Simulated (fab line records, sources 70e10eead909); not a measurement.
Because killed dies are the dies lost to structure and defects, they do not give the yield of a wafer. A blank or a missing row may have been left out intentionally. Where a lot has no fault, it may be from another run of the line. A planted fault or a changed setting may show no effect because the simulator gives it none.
fab line records	flow nand-harc
[record] lots = 24	wafers = 72	last-day = 27
route steps=1159 shown A_CONTACT@897
lots that met no fault: taken from a fault-free run of the same line
start-h: the number of hours between the record's first day and the start of the first shown wafer of the lot	wait-h: hours from the lot's prior step to this one	" repeats the value in the row above	L1.1+2: one row covering several wafers at once	- no value, or no start given	* or withheld: withheld	< > ~ a bound
route shown NAME@n: a module of which the file shows steps, and the number in the route of the first	usual: the fault-free wafers' mean and standard deviation	same: alike in all rows	chamber/n: place in a boat	sites: each site's reading	_std_site: standard deviation of those values	_edge_site: the outer-site mean with the inner-site mean subtracted	radius-mm: for every site, how far away it sits from the centre of the wafer	mask NAME#n: copy n	behind: the most recent tool/chamber to have shaped the wafer	hold: cause of the lot's hold/its duration in hours/its outcome	device: transistor that didn't switch, given as n, p or np	end of line: the tests these same wafers got at the end of their route	a step without rows: its recipe alone	killed: at the first sort, the dies lost to defects and structure; wafer yield is something else	map: dies across one wafer; x = killed, . = not, _ = none there
set.NAME: the setting that was run; set.NAME@STEP: the one run at that earlier step	model.NAME: the simulator's own value behind a step, which no gauge read
a sample of lots followed through the steps of the route, with each step as a table and each wafer as a row
services: a tool's chamber out of use, with start hour (start-h, from the record's first day; less than 0 if before it), hours out, and reason
[[steps]]
[step NHARC_A_CONTACT_OVL_MEAS_70]
[usual] overlay-x-nm = -0.1/0.83	overlay-y-nm = 0.0/0.74
lot.wafer	tool	chamber	start-h	wait-h	overlay-x-nm	overlay-y-nm
L074.1	overlay-01	-	384.18	-	0.5	0.9
L074.5	"	-	"	"	0.0	1.0
L074.6	"	-	"	"	-0.2	0.9
L075.2	overlay-02	-	415.04	-	-0.2	-0.2
L075.3	"	-	"	"	-0.3	-0.3
L075.6	"	-	"	"	0.3	0.0
L076.1	overlay-02	-	420.07	-	0.0	0.1
L076.3	"	-	"	"	0.4	-0.3
L076.4	"	-	"	"	-0.1	0.2
L077.1	overlay-01	-	426.04	-	-0.6	0.2
L077.4	"	-	"	"	-0.7	0.4
L077.6	"	-	"	"	-0.4	0.2
L079.4	overlay-01	-	431.68	-	-1.1	-0.3
L079.5	"	-	"	"	-0.5	-0.2
L079.6	"	-	"	"	-0.8	0.2
L078.1	overlay-02	-	437.03	-	0.3	1.7
L078.4	"	-	"	"	0.6	0.8
L078.5	"	-	"	"	1.0	1.1
L082.2	overlay-01	-	477.34	-	1.5	-0.1
L082.4	"	-	"	"	1.7	0.3
L082.6	"	-	"	"	1.4	0.0
L083.3	overlay-01	-	478.12	-	-0.2	-0.2
L083.5	"	-	"	"	-0.8	-0.7
L083.6	"	-	"	"	-0.1	-0.4
L084.1	overlay-01	-	487.15	-	-0.3	0.3
L084.3	"	-	"	"	0.0	0.8
L084.5	"	-	"	"	0.2	0.0
L088.2	overlay-02	-	487.75	-	-0.8	0.2
L088.5	"	-	"	"	-0.1	0.6
L088.6	"	-	"	"	-0.2	1.0
L080.1	overlay-02	-	496.49	-	-0.3	-0.5
L080.2	"	-	"	"	0.0	-0.5
L080.4	"	-	"	"	-0.3	-0.9
L085.4	overlay-01	-	496.65	-	1.0	0.6
L085.5	"	-	"	"	0.8	0.5
L085.6	"	-	"	"	0.2	0.5
L081.2	overlay-02	-	505.86	-	1.2	-0.3
L081.3	"	-	"	"	1.4	-0.6
L081.4	"	-	"	"	1.1	-0.1
L086.2	overlay-01	-	512.32	-	1.3	-1.1
L086.4	"	-	"	"	0.9	-0.3
L086.6	"	-	"	"	1.0	-0.5
L087.4	overlay-01	-	513.93	-	-0.9	-0.2
L087.5	"	-	"	"	-0.2	0.3
L087.6	"	-	"	"	-0.8	0.5
L089.2	overlay-01	-	515.90	-	0.2	1.0
L089.3	"	-	"	"	-0.6	0.9
L089.6	"	-	"	"	-0.1	0.8
L091.1	overlay-01	-	518.04	-	-1.0	0.6
L091.3	"	-	"	"	-1.5	0.6
L091.4	"	-	"	"	-1.4	0.7
L090.1	overlay-02	-	518.55	-	-0.8	-0.9
L090.2	"	-	"	"	-0.9	-0.6
L090.5	"	-	"	"	-0.3	-0.9
L092.2	overlay-01	-	520.15	-	-0.2	-1.0
L092.5	"	-	"	"	-0.3	-1.0
L092.6	"	-	"	"	-0.1	-0.7
L094.1	overlay-01	-	545.16	-	-1.1	-1.0
L094.5	"	-	"	"	-1.4	-1.6
L094.6	"	-	"	"	-2.1	-1.2
L093.1	overlay-01	-	547.14	-	0.1	0.0
L093.2	"	-	"	"	0.3	0.6
L093.5	"	-	"	"	0.3	0.7
L097.3	overlay-01	-	548.88	-	-0.4	-0.1
L097.4	"	-	"	"	-1.2	-0.1
L097.6	"	-	"	"	-0.9	-0.1
L096.2	overlay-01	-	550.74	-	-1.1	0.1
L096.5	"	-	"	"	-1.1	0.2
L096.6	"	-	"	"	-1.0	0.9
L095.1	overlay-01	-	559.91	-	-0.2	1.2
L095.2	"	-	"	"	-0.5	1.4
L095.6	"	-	"	"	-0.2	0.7
[step NHARC_A_CONTACT_ETCH_126]
[recipe] source-w = withheld	pressure-mtorr = 20	bias-v = 1200	time-s = 155	target-depth-a = 9560	ar-flow-sccm = withheld	c4f8-flow-sccm = withheld	o2-flow-sccm = withheld	chemistry = C4F8/O2/Ar
[usual] oes-air-line-au = 1.000/0.02
[same] time-s = 155
lot.wafer	tool	chamber	start-h	wait-h	oes-air-line-au	rf-hours-counter-h
L074.1	har-cap-etch-03	1	385.84	0.1	0.973	85
L074.6	"	0	"	"	1.017	-
L074.5	"	1	"	"	1.003	-
L075.2	har-cap-etch-01	0	416.63	0.1	1.011	57
L075.3	"	0	"	"	1.008	-
L075.6	"	1	"	"	0.968	-
L076.1	har-cap-etch-02	1	421.63	0.1	0.959	13
L076.4	"	1	"	"	0.950	-
L076.3	"	0	"	"	1.016	-
L077.1	har-cap-etch-02	1	427.62	0.1	0.989	14
L077.4	"	0	"	"	0.989	-
L077.6	"	1	"	"	0.982	-
L079.4	har-cap-etch-03	0	433.38	0.1	1.021	-
L079.6	"	0	"	"	1.023	-
L079.5	"	1	"	"	0.970	-
L078.1	har-cap-etch-01	0	438.76	0.1	1.011	61
L078.4	"	1	"	"	1.021	-
L078.5	"	1	"	"	0.999	-
L082.2	har-cap-etch-02	1	478.99	0.1	0.979	18
L082.4	"	0	"	"	1.021	-
L082.6	"	0	"	"	0.991	-
L083.3	har-cap-etch-03	1	480.19	0.1	0.974	-
L083.5	"	0	"	"	1.005	-
L083.6	"	1	"	"	0.963	-
L084.1	har-cap-etch-03	1	488.72	0.1	0.971	95
L084.3	"	1	"	"	1.005	-
L084.5	"	0	"	"	1.009	-
L088.2	har-cap-etch-01	0	489.48	0.1	1.022	66
L088.5	"	1	"	"	1.012	-
L088.6	"	0	"	"	0.997	-
L085.4	har-cap-etch-02	0	498.26	0.1	0.986	-
L085.6	"	0	"	"	1.009	-
L085.5	"	1	"	"	0.989	-
L080.1	har-cap-etch-03	0	498.35	0.1	1.011	97
L080.2	"	1	"	"	0.976	97
L080.4	"	1	"	"	1.005	-
L081.2	har-cap-etch-02	0	507.44	0.1	1.022	24
L081.4	"	1	"	"	1.010	-
L081.3	"	0	"	"	1.015	-
L086.2	har-cap-etch-02	1	514.02	0.1	1.010	26
L086.4	"	0	"	"	0.992	-
L086.6	"	1	"	"	1.006	-
L087.4	har-cap-etch-01	0	515.81	0.1	1.021	-
L087.6	"	1	"	"	1.001	-
L087.5	"	0	"	"	1.041	-
L089.2	har-cap-etch-03	0	517.55	0.1	1.011	103
L089.3	"	1	"	"	0.987	-
L089.6	"	0	"	"	1.011	-
L091.1	har-cap-etch-01	0	519.64	0.1	0.963	73
L091.4	"	1	"	"	1.005	-
L091.3	"	0	"	"	0.945	-
L090.2	har-cap-etch-02	1	520.21	0.1	1.015	28
L090.1	"	0	"	"	1.018	28
L090.5	"	1	"	"	1.034	-
L092.2	har-cap-etch-03	1	521.74	0.1	0.991	104
L092.5	"	0	"	"	1.019	-
L092.6	"	1	"	"	1.035	-
L094.1	har-cap-etch-02	1	546.82	0.1	0.997	33
L094.5	"	1	"	"	1.006	-
L094.6	"	0	"	"	0.993	-
L093.1	har-cap-etch-01	0	548.81	0.2	0.995	79
L093.2	"	1	"	"	0.988	79
L093.5	"	1	"	"	1.003	-
L097.3	har-cap-etch-01	1	551.01	0.2	1.018	-
L097.4	"	0	"	"	1.009	-
L097.6	"	0	"	"	1.022	-
L096.2	har-cap-etch-02	1	552.43	0.1	0.989	37
L096.6	"	1	"	"	1.014	-
L096.5	"	0	"	"	1.021	-
L095.2	har-cap-etch-02	1	561.81	0.1	0.990	42
L095.1	"	0	"	"	1.004	42
L095.6	"	1	"	"	0.964	-
[step NHARC_A_CONTACT_ETCH_97]
[recipe] target-depth-a = 200	over-etch-frac = 0.5	time-s = 10	ion-energy-ev = 250	c4f6-flow-sccm = 25	o2-flow-sccm = 20	ar-flow-sccm = 500	rf-w = 600	bias-w = 500	chemistry = C4F6/O2
[usual] drypump-motor-current-A = 5.6/0.38	oes-product-au = 0.974/0.026	rf-vpp-V = 546/3.1	showerhead-plenum-p-Torr = 3.86/0.14	throttle-valve-pct = 26.904/0.0093
[same] time-s = 10
lot.wafer	tool	chamber	start-h	wait-h	drypump-motor-current-A	oes-product-au	rf-hours-counter-h	rf-vpp-V	showerhead-plenum-p-Torr	throttle-valve-pct
L074.1	rie-diel-13	1	-	-	5.4	1.012	38	545	3.82	26.919
L074.5	"	3	"	"	6.5	1.008	-	552	4.20	26.903
L074.6	"	0	"	"	5.5	1.008	-	549	3.97	26.893
L075.2	rie-diel-04	3	-	-	5.0	0.959	20	547	3.93	26.923
L075.3	"	0	"	"	5.6	0.952	20	541	3.69	26.903
L075.6	"	3	"	"	4.9	0.950	-	546	3.93	26.901
L076.1	rie-diel-04	3	-	-	5.0	0.997	21	546	3.93	26.896
L076.4	"	1	"	"	5.8	0.990	19	546	3.89	26.903
L076.3	"	2	"	"	5.7	0.998	20	546	3.87	26.895
L077.1	rie-diel-11	3	-	-	5.7	1.003	17	543	3.81	26.902
L077.4	"	0	"	"	5.5	0.998	18	542	3.68	26.931
L077.6	"	2	"	"	5.8	1.013	-	545	3.82	26.887
L079.4	rie-diel-04	0	-	-	5.6	0.933	23	542	3.69	26.905
L079.5	"	0	"	"	5.6	0.935	-	544	3.69	26.908
L079.6	"	1	"	"	5.9	0.947	-	546	3.89	26.909
L078.1	rie-diel-04	0	-	-	5.6	1.004	23	543	3.69	26.905
L078.4	"	2	"	"	5.7	0.996	22	547	3.86	26.888
L078.5	"	0	"	"	5.6	1.001	-	541	3.69	26.904
L082.2	rie-diel-11	1	-	-	5.7	0.985	35	547	3.93	26.903
L082.4	"	2	"	"	5.8	0.977	34	545	3.81	26.902
L082.6	"	1	"	"	5.7	0.981	-	547	3.93	26.917
L083.3	rie-diel-04	2	481.85	0.1	5.7	0.998	2	547	3.86	26.896
L083.5	"	0	"	"	5.6	0.996	-	541	3.69	26.909
L083.6	"	2	"	"	5.6	1.007	-	546	3.86	26.894
L084.3	rie-diel-13	3	-	-	6.6	0.951	15	552	4.18	26.917
L084.1	"	0	"	"	5.5	0.933	8	547	3.96	26.905
L084.5	"	0	"	"	5.5	0.939	-	548	3.96	26.909
L088.2	rie-diel-04	0	-	-	5.6	1.002	3	542	3.69	26.904
L088.6	"	3	"	"	4.9	1.001	-	547	3.93	26.893
L088.5	"	0	"	"	5.6	0.999	-	542	3.69	26.913
L085.4	rie-diel-13	3	-	-	6.5	0.968	18	553	4.18	26.898
L085.6	"	3	"	"	6.5	0.981	-	551	4.18	26.907
L085.5	"	0	"	"	5.5	0.975	-	548	3.96	26.907
L080.4	rie-diel-13	0	-	-	5.5	0.968	11	549	3.95	26.900
L080.2	"	1	"	"	5.4	0.950	17	544	3.79	26.910
L080.1	"	3	"	"	6.5	0.967	18	553	4.18	26.898
L081.3	rie-diel-13	3	-	-	6.5	0.948	19	552	4.18	26.910
L081.4	"	0	"	"	5.5	0.950	12	546	3.95	26.919
L081.2	"	1	"	"	5.4	0.950	18	545	3.79	26.914
L086.2	rie-diel-11	3	-	-	5.8	1.006	46	545	3.80	26.902
L086.4	"	2	"	"	5.8	1.004	48	546	3.80	26.914
L086.6	"	3	"	"	5.8	1.011	-	543	3.80	26.900
L087.4	rie-diel-04	1	-	-	5.9	0.994	7	546	3.88	26.899
L087.5	"	3	"	"	5.0	0.990	-	546	3.92	26.903
L087.6	"	0	"	"	5.6	0.996	-	542	3.68	26.912
L089.2	rie-diel-04	3	-	-	5.0	0.998	10	547	3.92	26.904
L089.3	"	0	"	"	5.6	0.995	12	542	3.68	26.898
L089.6	"	3	"	"	5.0	0.995	-	547	3.92	26.889
L091.4	rie-diel-04	1	-	-	5.9	0.938	8	546	3.88	26.893
L091.1	"	2	"	"	5.6	0.932	11	545	3.86	26.892
L091.3	"	3	"	"	5.0	0.926	11	547	3.92	26.917
L090.2	rie-diel-13	3	-	-	6.6	0.950	26	552	4.17	26.907
L090.1	"	0	"	"	5.4	0.945	19	548	3.95	26.906
L090.5	"	2	"	"	5.7	0.934	-	541	3.66	26.899
L092.2	rie-diel-11	0	-	-	5.5	0.969	48	541	3.66	26.899
L092.6	"	0	"	"	5.5	0.978	-	542	3.66	26.905
L092.5	"	1	"	"	5.7	0.982	-	547	3.92	26.901
L094.1	rie-diel-13	0	-	-	5.5	0.951	27	547	3.94	26.890
L094.6	"	0	"	"	5.5	0.950	-	548	3.94	26.887
L094.5	"	1	"	"	5.4	0.953	-	544	3.78	26.902
L093.2	rie-diel-04	2	-	-	5.7	0.963	16	544	3.85	26.912
L093.1	"	3	"	"	5.0	0.963	17	548	3.92	26.896
L093.5	"	1	"	"	5.9	0.950	-	546	3.88	26.889
L097.4	rie-diel-04	1	-	-	5.9	0.937	16	547	3.88	26.908
L097.3	"	3	"	"	4.9	0.945	18	548	3.92	26.918
L097.6	"	0	"	"	5.6	0.955	-	542	3.68	26.895
L096.2	rie-diel-04	3	-	-	4.9	0.962	18	546	3.92	26.897
L096.6	"	0	"	"	5.6	0.978	-	541	3.68	26.924
L096.5	"	1	"	"	5.9	0.980	-	545	3.88	26.913
L095.1	rie-diel-11	0	-	-	5.5	1.005	5	554	4.22	26.911
L095.2	"	1	"	"	5.7	0.996	5	546	3.91	26.917
L095.6	"	0	"	"	5.5	1.004	-	551	4.22	26.903
[step NHARC_A_CONTACT_ETCH_138]
[recipe] source-w = withheld	pressure-mtorr = 20	bias-v = 3000	time-s = 132	target-depth-a = 12890	ar-flow-sccm = withheld	c4f8-flow-sccm = withheld	o2-flow-sccm = withheld	chemistry = C4F8/O2/Ar
[usual] oes-air-line-au = 1.002/0.021
[same] time-s = 132
lot.wafer	tool	chamber	start-h	wait-h	oes-air-line-au	rf-hours-counter-h
L074.1	har-cap-etch-01	0	392.32	0.1	1.010	55
L074.6	"	1	"	"	1.001	-
L074.5	"	0	"	"	1.027	-
L075.2	har-cap-etch-03	1	424.00	0.1	0.990	89
L075.3	"	0	"	"	0.983	-
L075.6	"	0	"	"	0.985	-
L076.1	har-cap-etch-03	1	428.09	0.1	1.036	90
L076.4	"	0	"	"	1.017	-
L076.3	"	1	"	"	1.032	-
L077.1	har-cap-etch-02	1	434.09	0.1	1.023	15
L077.4	"	1	"	"	1.002	-
L077.6	"	0	"	"	1.019	-
L079.4	har-cap-etch-02	0	439.90	0.1	0.999	-
L079.6	"	0	"	"	0.963	-
L079.5	"	1	"	"	0.998	-
L078.1	har-cap-etch-03	1	445.36	0.1	1.017	92
L078.4	"	0	"	"	0.994	-
L078.5	"	0	"	"	1.003	-
L082.2	har-cap-etch-03	1	496.23	0.1	0.996	97
L082.4	"	0	"	"	1.010	-
L082.6	"	1	"	"	1.017	-
L083.3	har-cap-etch-01	0	496.40	0.1	1.007	-
L083.6	"	1	"	"	0.968	-
L083.5	"	0	"	"	0.981	-
L084.1	har-cap-etch-03	1	505.62	0.1	0.997	99
L084.3	"	0	"	"	1.018	-
L084.5	"	0	"	"	1.019	-
L088.2	har-cap-etch-01	0	505.79	0.1	0.984	69
L088.6	"	1	"	"	1.015	-
L088.5	"	0	"	"	0.975	-
L085.4	har-cap-etch-02	1	511.70	0.1	0.993	-
L085.5	"	1	"	"	1.001	-
L085.6	"	0	"	"	1.041	-
L080.1	har-cap-etch-01	0	512.82	0.1	0.999	71
L080.2	"	1	"	"	0.963	71
L080.4	"	1	"	"	0.977	-
L081.2	har-cap-etch-02	1	517.97	0.1	1.025	28
L081.3	"	0	"	"	1.006	-
L081.4	"	1	"	"	1.004	-
L086.2	har-cap-etch-01	1	522.43	0.1	1.020	74
L086.4	"	1	"	"	0.970	-
L086.6	"	1	"	"	0.999	-
L089.2	har-cap-etch-02	0	525.03	0.1	0.952	30
L089.3	"	1	"	"	0.992	-
L089.6	"	1	"	"	0.973	-
L087.4	har-cap-etch-01	0	525.28	0.1	1.025	-
L087.5	"	1	"	"	0.998	-
L087.6	"	0	"	"	1.050	-
L091.1	har-cap-etch-03	1	526.30	0.1	0.984	106
L091.4	"	1	"	"	1.010	-
L091.3	"	0	"	"	0.989	-
L090.1	har-cap-etch-02	0	527.30	0.1	0.999	31
L090.2	"	1	"	"	1.037	31
L090.5	"	0	"	"	1.012	-
L092.2	har-cap-etch-01	1	529.70	0.1	0.982	76
L092.5	"	0	"	"	1.019	-
L092.6	"	1	"	"	0.987	-
L094.1	har-cap-etch-01	1	555.22	0.1	0.991	83
L094.6	"	0	"	"	1.023	-
L094.5	"	1	"	"	1.003	-
L093.2	har-cap-etch-02	0	556.85	0.1	1.003	39
L093.1	"	1	"	"	0.984	39
L093.5	"	1	"	"	1.007	-
L097.4	har-cap-etch-01	0	559.88	0.1	0.978	-
L097.3	"	1	"	"	0.959	-
L097.6	"	1	"	"	0.967	-
L096.2	har-cap-etch-01	1	560.75	0.1	1.050	86
L096.6	"	1	"	"	1.047	-
L096.5	"	0	"	"	1.013	-
L095.1	har-cap-etch-02	1	569.34	0.1	0.992	45
L095.2	"	0	"	"	1.007	45
L095.6	"	1	"	"	1.005	-
[step NHARC_A_CONTACT_ETCH_98]
[recipe] target-depth-a = 200	over-etch-frac = 0.5	time-s = 10	ion-energy-ev = 250	c4f6-flow-sccm = 25	o2-flow-sccm = 20	ar-flow-sccm = 500	rf-w = 600	bias-w = 500	chemistry = C4F6/O2
[usual] drypump-motor-current-A = 5.6/0.34	oes-product-au = 0.963/0.019	rf-vpp-V = 545.2/2.9	showerhead-plenum-p-Torr = 3.84/0.13	throttle-valve-pct = 26.904/0.0092
[same] time-s = 10
lot.wafer	tool	chamber	start-h	wait-h	drypump-motor-current-A	oes-product-au	rf-hours-counter-h	rf-vpp-V	showerhead-plenum-p-Torr	throttle-valve-pct
L074.1	rie-diel-04	1	-	-	5.8	0.942	17	545.5	3.89	26.914
L074.6	"	1	"	"	5.9	0.942	-	545.5	3.89	26.895
L074.5	"	2	"	"	5.7	0.946	-	547.5	3.87	26.895
L075.2	rie-diel-13	3	-	-	6.5	0.973	48	553.5	4.20	26.892
L075.3	"	0	"	"	5.5	0.977	48	548.7	3.97	26.907
L075.6	"	3	"	"	6.5	0.978	-	550.6	4.20	26.908
L076.3	rie-diel-11	0	-	-	5.5	0.964	17	540.2	3.68	26.892
L076.1	"	1	"	"	5.7	0.957	18	546.4	3.94	26.911
L076.4	"	3	"	"	5.8	0.949	17	543.7	3.81	26.901
L077.1	rie-diel-04	0	-	-	5.6	0.944	23	541.3	3.69	26.917
L077.4	"	1	"	"	5.9	0.940	22	545.9	3.89	26.909
L077.6	"	1	"	"	5.9	0.941	-	545.8	3.89	26.885
L079.4	rie-diel-13	1	-	-	5.4	0.968	55	544.2	3.81	26.897
L079.5	"	0	"	"	5.5	0.967	-	548.3	3.96	26.902
L079.6	"	1	"	"	5.4	0.968	-	545.4	3.81	26.898
L078.1	rie-diel-04	1	446.10	0.2	5.9	0.951	23	547.6	3.89	26.919
L078.4	"	0	"	"	5.5	0.963	-	542.9	3.69	26.904
L078.5	"	1	"	"	5.9	0.954	-	546.2	3.89	26.914
L083.3	rie-diel-11	0	-	-	5.5	0.945	38	540.7	3.67	26.900
L083.6	"	3	"	"	5.8	0.957	-	543.9	3.80	26.909
L083.5	"	0	"	"	5.5	0.951	-	540.0	3.67	26.906
L082.2	rie-diel-04	3	497.15	0.4	5.0	0.968	5	546.8	3.93	26.892
L082.6	"	0	"	"	5.6	0.976	-	542.2	3.69	26.912
L082.4	"	2	"	"	5.6	0.968	-	545.2	3.86	26.905
L084.3	rie-diel-04	0	-	-	5.5	0.955	7	542.5	3.68	26.910
L084.1	"	1	"	"	5.9	0.950	3	545.8	3.89	26.912
L084.5	"	3	"	"	5.0	0.961	-	547.8	3.93	26.901
L088.2	rie-diel-11	2	-	-	5.7	0.963	43	543.8	3.81	26.908
L088.5	"	2	"	"	5.8	0.963	-	543.8	3.81	26.910
L088.6	"	3	"	"	5.7	0.963	-	544.6	3.80	26.915
L085.4	rie-diel-04	1	-	-	5.9	0.945	6	546.6	3.89	26.902
L085.6	"	0	"	"	5.6	0.942	-	543.1	3.68	26.893
L085.5	"	1	"	"	5.9	0.945	-	546.0	3.89	26.910
L080.2	rie-diel-13	0	-	-	5.4	0.973	14	548.3	3.95	26.903
L080.4	"	1	"	"	5.3	0.959	20	544.5	3.79	26.899
L080.1	"	2	"	"	5.7	0.969	22	540.9	3.66	26.904
L081.2	rie-diel-11	3	518.65	0.2	5.8	0.978	47	545.1	3.80	26.907
L081.3	"	0	"	"	5.5	0.977	46	541.3	3.66	26.917
L081.4	"	0	"	"	5.5	0.977	-	542.6	3.66	26.884
L086.2	rie-diel-04	3	-	-	5.0	0.957	11	547.7	3.92	26.914
L086.4	"	0	"	"	5.6	0.954	12	541.0	3.68	26.902
L086.6	"	0	"	"	5.6	0.945	-	540.5	3.68	26.899
L089.2	rie-diel-11	1	-	-	5.7	0.966	50	546.4	3.92	26.907
L089.3	"	3	"	"	5.7	0.956	50	543.8	3.79	26.906
L089.6	"	1	"	"	5.7	0.965	-	545.6	3.92	26.896
L087.4	rie-diel-13	1	-	-	5.4	1.000	28	544.0	3.79	26.919
L087.6	"	0	"	"	5.4	1.002	-	547.3	3.95	26.912
L087.5	"	1	"	"	5.3	1.004	-	544.2	3.79	26.889
L091.4	rie-diel-13	2	-	-	5.7	0.998	29	542.3	3.66	26.899
L091.1	"	3	"	"	6.5	0.996	29	552.0	4.17	26.897
L091.3	"	1	"	"	5.4	0.998	28	544.6	3.79	26.905
L090.1	rie-diel-11	0	-	-	5.5	0.957	50	541.1	3.66	26.927
L090.2	"	2	"	"	5.8	0.935	53	543.6	3.80	26.913
L090.5	"	0	"	"	5.5	0.957	-	541.9	3.66	26.894
L092.2	rie-diel-04	3	-	-	4.9	0.949	13	547.0	3.92	26.918
L092.5	"	1	"	"	5.9	0.931	-	546.6	3.88	26.892
L092.6	"	2	"	"	5.6	0.950	-	545.3	3.86	26.897
L094.1	rie-diel-11	2	-	-	5.8	0.995	0	544.5	3.80	26.895
L094.5	"	1	"	"	5.7	0.991	-	547.4	3.92	26.910
L094.6	"	2	"	"	5.7	0.987	-	545.4	3.80	26.923
L093.2	rie-diel-13	0	-	-	5.5	0.940	34	548.3	3.94	26.901
L093.1	"	1	"	"	5.3	0.946	41	543.1	3.78	26.907
L093.5	"	0	"	"	5.4	0.934	-	548.2	3.94	26.917
L097.4	rie-diel-04	0	-	-	5.5	0.968	21	541.5	3.68	26.914
L097.3	"	2	"	"	5.6	0.970	21	546.5	3.85	26.889
L097.6	"	0	"	"	5.6	0.981	-	541.6	3.68	26.903
L096.2	rie-diel-04	2	-	-	5.6	0.958	21	545.9	3.85	26.904
L096.5	"	0	"	"	5.6	0.986	-	541.9	3.68	26.890
L096.6	"	1	"	"	5.9	0.976	-	545.7	3.88	26.899
L095.1	rie-diel-04	2	-	-	5.6	0.955	24	546.2	3.85	26.919
L095.2	"	1	"	"	5.8	0.932	22	544.6	3.88	26.906
L095.6	"	3	"	"	5.0	0.956	-	547.8	3.91	26.894
[step NHARC_A_CONTACT_CD_MEAS_15]
[usual] cd-nm = 90.1/0.5
lot.wafer	tool	chamber	start-h	wait-h	cd-nm
L074.1	cd-sem-02	-	393.05	-	90.7
L074.5	"	-	"	"	90.2
L074.6	"	-	"	"	90.2
L075.2	cd-sem-03	-	424.81	-	90.5
L075.3	"	-	"	"	90.6
L075.6	"	-	"	"	90.4
L076.1	cd-sem-01	-	428.81	-	89.6
L076.3	"	-	"	"	89.4
L076.4	"	-	"	"	90.0
L077.1	cd-sem-02	-	434.84	-	90.0
L077.4	"	-	"	"	90.4
L077.6	"	-	"	"	90.0
L079.4	cd-sem-03	-	440.64	-	90.9
L079.5	"	-	"	"	91.0
L079.6	"	-	"	"	90.6
L078.1	cd-sem-01	-	446.18	-	89.9
L078.4	"	-	"	"	90.1
L078.5	"	-	"	"	90.3
L083.3	cd-sem-03	-	497.10	-	88.6
L083.5	"	-	"	"	89.7
L083.6	"	-	"	"	89.7
L082.2	cd-sem-01	-	497.24	-	89.9
L082.4	"	-	"	"	90.0
L082.6	"	-	"	"	89.9
L084.1	cd-sem-02	-	506.34	-	89.5
L084.3	"	-	"	"	90.4
L084.5	"	-	"	"	90.4
L088.2	cd-sem-02	-	506.55	-	89.3
L088.5	"	-	"	"	89.4
L088.6	"	-	"	"	89.1
L085.4	cd-sem-02	-	512.41	-	89.2
L085.5	"	-	"	"	89.8
L085.6	"	-	"	"	89.5
L080.1	cd-sem-02	-	513.74	-	90.8
L080.2	"	-	"	"	90.6
L080.4	"	-	"	"	90.9
L081.2	cd-sem-02	-	518.73	-	90.6
L081.3	"	-	"	"	90.5
L081.4	"	-	"	"	90.7
L086.2	cd-sem-03	-	523.19	-	90.1
L086.4	"	-	"	"	89.9
L086.6	"	-	"	"	89.9
L089.2	cd-sem-03	-	525.84	-	90.2
L089.3	"	-	"	"	91.1
L089.6	"	-	"	"	90.1
L087.4	cd-sem-01	-	525.97	-	89.6
L087.5	"	-	"	"	89.6
L087.6	"	-	"	"	89.5
L091.1	cd-sem-01	-	527.08	-	89.9
L091.3	"	-	"	"	90.1
L091.4	"	-	"	"	89.9
L090.1	cd-sem-03	-	528.04	-	90.5
L090.2	"	-	"	"	90.6
L090.5	"	-	"	"	90.6
L092.2	cd-sem-02	-	530.42	-	90.3
L092.5	"	-	"	"	89.8
L092.6	"	-	"	"	90.3
L094.1	cd-sem-03	-	555.94	-	89.8
L094.5	"	-	"	"	90.4
L094.6	"	-	"	"	89.5
L093.1	cd-sem-01	-	557.59	-	90.0
L093.2	"	-	"	"	90.3
L093.5	"	-	"	"	90.8
L097.3	cd-sem-02	-	560.83	-	89.6
L097.4	"	-	"	"	89.5
L097.6	"	-	"	"	89.3
L096.2	cd-sem-01	-	561.81	-	89.5
L096.5	"	-	"	"	89.6
L096.6	"	-	"	"	89.5
L095.1	cd-sem-02	-	570.08	-	89.5
L095.2	"	-	"	"	89.8
L095.6	"	-	"	"	90.0
[[services]]
tool	chamber	start-h	hours	kind
rie-diel-11	-	366.68	9.0	pm
rie-diel-04	0	371.54	-	clean
rie-diel-04	1	371.54	-	clean
rie-diel-04	2	371.54	-	clean
rie-diel-04	3	371.54	-	clean
rie-diel-13	2	394.58	8.5	repair
rie-diel-04	0	396.04	-	clean
rie-diel-04	1	396.04	-	clean
rie-diel-04	2	396.04	-	clean
rie-diel-04	3	396.04	-	clean
rie-diel-04	-	403.24	0.5	repair
har-cap-etch-01	-	421.74	1.7	repair
rie-diel-04	0	442.08	2.6	repair
rie-diel-04	3	443.11	8.3	repair
rie-diel-04	3	451.85	2.1	repair
rie-diel-13	-	453.20	9.0	pm
rie-diel-04	-	465.98	9.0	pm
rie-diel-13	0	466.52	6.0	repair
rie-diel-04	1	479.75	6.5	repair
rie-diel-04	1	494.32	8.7	repair
rie-diel-11	1	517.78	3.9	repair
rie-diel-11	0	535.52	6.0	repair
har-cap-etch-03	-	545.00	17.0	pm
rie-diel-11	-	546.17	9.0	pm
[[key]]
fault none
